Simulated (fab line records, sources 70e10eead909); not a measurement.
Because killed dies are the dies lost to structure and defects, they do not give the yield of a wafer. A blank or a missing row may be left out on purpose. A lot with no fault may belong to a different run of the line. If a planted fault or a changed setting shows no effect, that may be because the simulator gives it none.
The tool behind it: which one? + flow nandHarc + 24 lots, 72 wafers sampled, at 1 step of a route of 1159

WHAT THE GAUGES READ, wafer by wafer
NHARC_P_CONTACT_OVL_MEAS_13.
| lot  | measured     | on         | overlayXNm (nm) | overlayYNm (nm) |
|------|--------------|------------|-----------------|-----------------|
| L074 | day 5 12:43  | overlay-01 | 0.0 -0.3 -0.5   | 0.0 -0.1 0.0    |
| L076 | day 6 04:48  | overlay-01 | 0.9 1.2 1.4     | 2.8 2.1 2.3     |
| L075 | day 6 05:38  | overlay-01 | -0.1 0.6 0.5    | 0.9 1.2 1.3     |
| L078 | day 6 14:12  | overlay-01 | -0.9 -1.5 -0.7  | -0.6 -0.9 -1.4  |
| L077 | day 6 15:47  | overlay-01 | -0.1 -0.1 0.2   | -0.1 0.0 -0.5   |
| L080 | day 6 21:06  | overlay-01 | 0.5 -0.4 0.1    | 1.2 0.3 0.9     |
| L079 | day 6 21:59  | overlay-02 | -0.3 0.0 0.3    | -0.2 -0.1 0.5   |
| L081 | day 7 08:16  | overlay-02 | 0.0 0.4 0.1     | -1.0 -1.8 -1.3  |
| L083 | day 7 18:31  | overlay-01 | -0.7 -0.5 -0.3  | 0.2 0.5 0.1     |
| L082 | day 7 19:39  | overlay-02 | -1.3 -1.6 -1.6  | 0.3 -0.1 0.7    |
| L084 | day 8 07:45  | overlay-01 | -0.3 -0.3 -0.4  | -1.5 -1.3 -0.9  |
| L087 | day 8 20:08  | overlay-01 | -0.1 0.0 0.4    | -0.8 -0.4 -0.8  |
| L085 | day 8 20:41  | overlay-02 | 0.2 0.0 -0.1    | 0.0 0.1 0.0     |
| L086 | day 8 21:38  | overlay-01 | 0.1 0.4 -0.5    | 0.1 -0.5 -0.3   |
| L089 | day 9 05:47  | overlay-01 | 0.1 0.0 -0.2    | -0.3 0.6 0.1    |
| L088 | day 9 06:22  | overlay-01 | -0.2 0.2 -0.1   | 1.1 0.8 0.9     |
| L091 | day 9 14:34  | overlay-02 | -0.9 -0.8 -1.4  | -0.6 -1.1 -1.2  |
| L090 | day 9 16:28  | overlay-01 | 0.3 -0.3 -0.3   | -1.2 -1.5 -1.5  |
| L093 | day 10 02:50 | overlay-01 | -0.8 -0.6 -0.8  | 0.9 1.1 1.4     |
| L092 | day 10 03:22 | overlay-02 | 0.2 -0.1 0.4    | -0.5 -0.3 -0.4  |
| L094 | day 10 10:20 | overlay-02 | -0.7 -1.0 -0.8  | 0.3 0.7 1.0     |
| L095 | day 10 20:32 | overlay-01 | 1.3 1.3 1.4     | -0.7 -0.4 -0.3  |
| L096 | day 10 21:13 | overlay-01 | 0.6 0.2 0.0     | 0.4 0.6 0.4     |
| L097 | day 11 13:37 | overlay-02 | -0.8 -0.8 -0.8  | 0.3 0.3 0.2     |

EACH LOT AND THE TOOL THAT RAN IT (in order: tool; ch and the chambers of the sampled wafers; start)
Record: no process step prior to these readings.

AS READ BY THE TOOLS THEMSELVES (means over the sampled wafers that have a number; for cases with no such wafer, the mark the record gives instead)
The record holds no such reading with a usual standard deviation.

THE ANSWER, worked out from the rows above alone
Rule: what is usual is taken from the lots themselves. Put in order of their means at a reading, lots are off if they are a third of the lots or fewer, leave a main group of 4 or more, and stand apart from it by a gap of 3 or more times the standard deviation of the main group's means; of several such gaps the widest counts. A main group whose means are all the same, to the digits that the tables above print for the reading, isn't used. Also off: a lot with no number at a reading for which 4 or more lots have one. All remaining lots with rows at the step are treated as sound. The gauges are gone through in route order, then the tools' own readings, and for those a lot's mean is taken as printed above. The first step at which some lot is off is used, and at that step the reading that is off furthest; a lot without a number counts as furthest.
Across all readings shown, no lot is off: no conclusion can be drawn from this.

WHAT THE SIMULATOR PUT IN
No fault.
